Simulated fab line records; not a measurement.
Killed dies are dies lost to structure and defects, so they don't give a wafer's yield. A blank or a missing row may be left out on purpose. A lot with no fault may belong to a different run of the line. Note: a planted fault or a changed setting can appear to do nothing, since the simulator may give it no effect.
Matching of chambers + flow n5_finfet + 4 sister chambers for N5_STI_FIN_REVEAL_ALD_00 on ald_sin-03
The step deposits SiO2, target thk 1 nm, pulse time 1 s. 4 wafers are shown with their chamber, then 8 later ones without.

## EACH WAFER AND ITS CHAMBER
| wafer  | chamber | heater_power_outer_w (W) |
|--------|---------|--------------------------|
| L088.6 | 0       | 301                      |
| L089.5 | 2       | 244                      |
| L089.6 | 1       | 216                      |
| L094.1 | 3       | 249                      |

## WAFERS WITH NO CHAMBER GIVEN
| wafer  | heater_power_outer_w (W) |
|--------|--------------------------|
| L094.2 | 298                      |
| L094.6 | 211                      |
| L095.1 | 252                      |
| L095.5 | 288                      |
| L095.6 | 212                      |
| L096.1 | 214                      |
| L096.2 | 249                      |
| L096.6 | 300                      |

## EACH ONE'S CHAMBER
| wafer  | from the rows above     | in truth |
|--------|-------------------------|----------|
| L094.2 | 0                       | 0        |
| L094.6 | 1                       | 1        |
| L095.1 | can't be placed: 3 or 2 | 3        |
| L095.5 | 0                       | 0        |
| L095.6 | 1                       | 1        |
| L096.1 | 1                       | 1        |
| L096.2 | can't be placed: 3 or 2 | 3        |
| L096.6 | 0                       | 0        |
6 of 8 placed correctly. Can't be placed from these rows: 2 (the true chamber is among the candidates in 2). Wrongly placed: 0.
How it was worked out, from the rows above alone: a wafer's distance from a chamber is the root of the sum, over the readings, of the square of ((its reading less the chamber's mean) divided by the reading's scatter). If the next closest chamber is less than 2 further off than the closest, the wafer can't be placed; otherwise it belongs to the closest. For every chamber, the mean is computed from those of its wafers that are shown. The scatter (one wafer shown for each chamber): square how far every hidden wafer sits from the nearest shown wafer, average those squares and take the square root.
